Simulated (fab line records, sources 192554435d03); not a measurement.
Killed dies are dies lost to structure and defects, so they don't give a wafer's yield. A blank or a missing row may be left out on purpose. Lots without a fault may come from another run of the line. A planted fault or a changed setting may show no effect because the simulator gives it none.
Tool commonality check | flow n5_finfet | 9 lots, 27 wafers sampled

WHY IT WAS OPENED
At N5_WELL_APT_INSPECT_38 the reading raw_defect_count is flagged on 2 of 9 lots. Wafers without a fault read 13, standard deviation 5.
Rule: a lot is flagged when every wafer of it that has a number lies more than 4 standard deviations from that mean, or none has a number. The other lots count as sound.

lot  | measured    | on                | raw_defect_count, wafer by wafer | flag
L442 | day 1 17:26 | defect_inspect-02 | 3 7 18                           |
L446 | day 2 17:11 | defect_inspect-01 | 14 9 8                           |
L447 | day 2 22:56 | defect_inspect-02 | 15 12 10                         |
L453 | day 4 10:34 | defect_inspect-02 | 22 20 13                         |
L457 | day 5 11:03 | defect_inspect-01 | 489 519 527                      | FLAGGED
L460 | day 6 04:32 | defect_inspect-01 | 506 552 505                      | FLAGGED
L463 | day 6 22:39 | defect_inspect-02 | 16 12 22                         |
L464 | day 7 04:43 | defect_inspect-02 | 10 11 3                          |
L465 | day 7 10:52 | defect_inspect-01 | 10 8 12                          |
The numbers of the flagged lots are 516 on average: +503 against the usual, or +99 or more standard deviations.

WHICH TOOL RAN EACH LOT
The record holds 2 process steps before the reading, out of a route of 1938 steps. In each cell: the tool, then ch and the chambers that the sampled wafers went through, then the start.
lot  | flag    | N5_WELL_APT_RTA_34              | N5_WELL_APT_OXIDE_STRIP_42
L442 |         | rtp_anneal-02 ch 0, day 1 16:35 | wet_bench-05 ch 0,1,2, day 1 16:42
L446 |         | rtp_anneal-02 ch 0, day 2 16:11 | wet_bench-03 ch 2,3,5, day 2 16:27
L447 |         | rtp_anneal-01 ch 0, day 2 22:03 | wet_bench-03 ch 1,3,4, day 2 22:13
L453 |         | rtp_anneal-02 ch 0, day 4 09:43 | wet_bench-05 ch 3,4,5, day 4 09:50
L457 | FLAGGED | rtp_anneal-02 ch 0, day 5 10:11 | wet_bench-03 ch 3,4,5, day 5 10:19
L460 | FLAGGED | rtp_anneal-01 ch 0, day 6 03:40 | wet_bench-03 ch 0,1,7, day 6 03:49
L463 |         | rtp_anneal-01 ch 0, day 6 21:46 | wet_bench-05 ch 1,5,6, day 6 21:55
L464 |         | rtp_anneal-02 ch 0, day 7 03:49 | wet_bench-06 ch 2,5,7, day 7 03:59
L465 |         | rtp_anneal-01 ch 0, day 7 09:58 | wet_bench-06 ch 0,1,7, day 7 10:08
What these steps do:
- N5_WELL_APT_RTA_34: time 10 s.
- N5_WELL_APT_OXIDE_STRIP_42: strips SiO2 in dHF, time 45 s, target depth 12 nm.
- N5_WELL_APT_INSPECT_38: inspects for defects (darkfield).

FLAGGED OVER TOTAL, TOOL BY TOOL (the gauges that took the reading come last)
step                       | tool              | lots run | flagged | share of the flagged lots | sound lots run after its first flagged lot
N5_WELL_APT_RTA_34         | rtp_anneal-01     | 4        | 1       | some                      | 2 (L463,L465)
N5_WELL_APT_RTA_34         | rtp_anneal-02     | 5        | 1       | some                      | 1 (L464)
N5_WELL_APT_OXIDE_STRIP_42 | wet_bench-03      | 4        | 2       | all                       | 0
N5_WELL_APT_OXIDE_STRIP_42 | wet_bench-05      | 3        | 0       | none                      | -
N5_WELL_APT_OXIDE_STRIP_42 | wet_bench-06      | 2        | 0       | none                      | -
N5_WELL_APT_INSPECT_38     | defect_inspect-01 | 4        | 2       | all                       | 1 (L465)
N5_WELL_APT_INSPECT_38     | defect_inspect-02 | 5        | 0       | none                      | -

WHAT THE TABLE ALLOWS
2 rows of the table ran every flagged lot: wet_bench-03 at N5_WELL_APT_OXIDE_STRIP_42, defect_inspect-01 at N5_WELL_APT_INSPECT_38.
- wet_bench-03 at N5_WELL_APT_OXIDE_STRIP_42: 2 of its 4 lots flagged. Its last sound lot is L447 (day 2 22:13), its first flagged lot L457 (day 5 10:19): a fault that began between those two fits.
- defect_inspect-01 at N5_WELL_APT_INSPECT_38: 2 of its 4 lots flagged. Sound lots ran on it after the first flagged one (L465), which a lasting fault on the whole tool wouldn't allow.
One tool is left: wet_bench-03 at N5_WELL_APT_OXIDE_STRIP_42.

WHAT THE SIMULATOR HAD PUT IN
Chamber particle source: wet_bench-03, from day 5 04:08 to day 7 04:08, at N5_WELL_APT_OXIDE_STRIP_42. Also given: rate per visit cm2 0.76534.
Lots struck among those shown: L457, L460. The rule above found the same.
